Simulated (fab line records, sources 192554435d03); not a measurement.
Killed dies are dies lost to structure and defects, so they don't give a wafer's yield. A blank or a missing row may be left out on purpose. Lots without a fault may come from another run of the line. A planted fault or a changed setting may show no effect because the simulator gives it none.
One fault seen from 2 desks | flow n5_finfet | each desk has only its own numbers; what lay behind them comes last

THE METROLOGY DESK
What the gauges read, lot by lot, whatever tool the lot ran on: means of the sampled wafers that have a number. A lot is out of limits, marked OUT, if its mean lies more than 4 standard deviations from the usual mean; the brackets give that distance. Of its 11 readings 7 are shown: those that lie furthest out on some lot.
Columns: A = cd_nm at N5_BEOL_M3_CD_MEAS_11, usual 17.15 nm; B = DIBL_N at N5_BEOL_M4_RC_MEAS_101, usual 35.9 mV/V; C = IOFF_N at N5_BEOL_M4_RC_MEAS_101, usual 0.149 nA/um; D = ION_N at N5_BEOL_M4_RC_MEAS_101, usual 671 uA/um; E = SS_N at N5_BEOL_M4_RC_MEAS_101, usual 71.4 mV/dec; F = VT_N at N5_BEOL_M4_RC_MEAS_101, usual 251 mV; G = VT_P at N5_BEOL_M4_RC_MEAS_101, usual -251 mV
lot  | first seen here | A     | B    | C     | D   | E    | F   | G
L980 | day 7 02:40     | 17.12 | 34.6 | 0.124 | 658 | 70.4 | 253 | -257
L982 | day 7 17:27     | 17.29 | 34.8 | 0.149 | 672 | 71.7 | 255 | -255
L986 | day 8 12:07     | 17.24 | 36.2 | 0.149 | 664 | 71.6 | 251 | -255
L987 | day 8 15:54     | 16.73 | 36.4 | 0.152 | 673 | 71.5 | 250 | -248
L989 | day 9 05:59     | 17.05 | 34.2 | 0.133 | 664 | 70.8 | 252 | -250
L990 | day 9 11:10     | 17.16 | 37.8 | 0.195 | 686 | 71.8 | 246 | -250
L992 | day 10 02:31    | 17.32 | 36.3 | 0.152 | 669 | 71.0 | 249 | -255
L994 | day 10 09:52    | 17.20 | 36.0 | 0.149 | 669 | 71.7 | 252 | -251
L101 | day 11 23:59    | 18.03 | 35.8 | 0.173 | 678 | 71.8 | 246 | -249
L102 | day 12 14:28    | 17.61 | 38.2 | 0.190 | 687 | 71.7 | 247 | -247
This desk's finding: nothing out of limits on any of the 10 lots.

THE TOOL OWNER'S DESK: euv_scanner-01
The tool's own readings at N5_BEOL_M3_EXPOSE_08 (exposes mask M3): means of the sampled wafers that have a number, for each lot that ran on this tool. A lot is out of limits, marked OUT, if its mean lies more than 4 standard deviations from the usual mean; the brackets give that distance.
Columns: A = exposure_dose_mJ_cm2 at N5_BEOL_M3_EXPOSE_08, usual 32.92
lot  | first seen here | A
L980 | day 7 02:32     | 32.97
L986 | day 8 11:59     | 32.91
L987 | day 8 15:47     | 32.86
L989 | day 9 05:52     | 32.91
L992 | day 10 02:23    | 32.90
L994 | day 10 09:45    | 32.86
L101 | day 11 23:52    | 34.29 (+34) OUT
L102 | day 12 14:21    | 34.01 (+27) OUT
This desk's finding: out of limits on L101, L102; first on L101, day 11 23:52 (exposure_dose_mJ_cm2 at N5_BEOL_M3_EXPOSE_08). In limits: L980, L986, L987, L989, L992, L994.

PUT TOGETHER
The tool owner's desk could have raised an alarm at day 11 23:52, on L101, L102.
The metrology desk saw nothing out of limits.
The metrology desk has L101, L102 on record, within its limits.
Of the lots named, all ran N5_BEOL_M3_EXPOSE_08 on euv_scanner-01.

WHAT THE SIMULATOR HAD PUT IN
Process parameter drift: euv_scanner-01, from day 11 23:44 on, at N5_BEOL_M3_EXPOSE_08. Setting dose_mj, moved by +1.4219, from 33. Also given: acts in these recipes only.
Lots struck among those shown: L101, L102.
Hours from the fault's start to each desk's first reading out of limits: the tool owner's desk, 0.
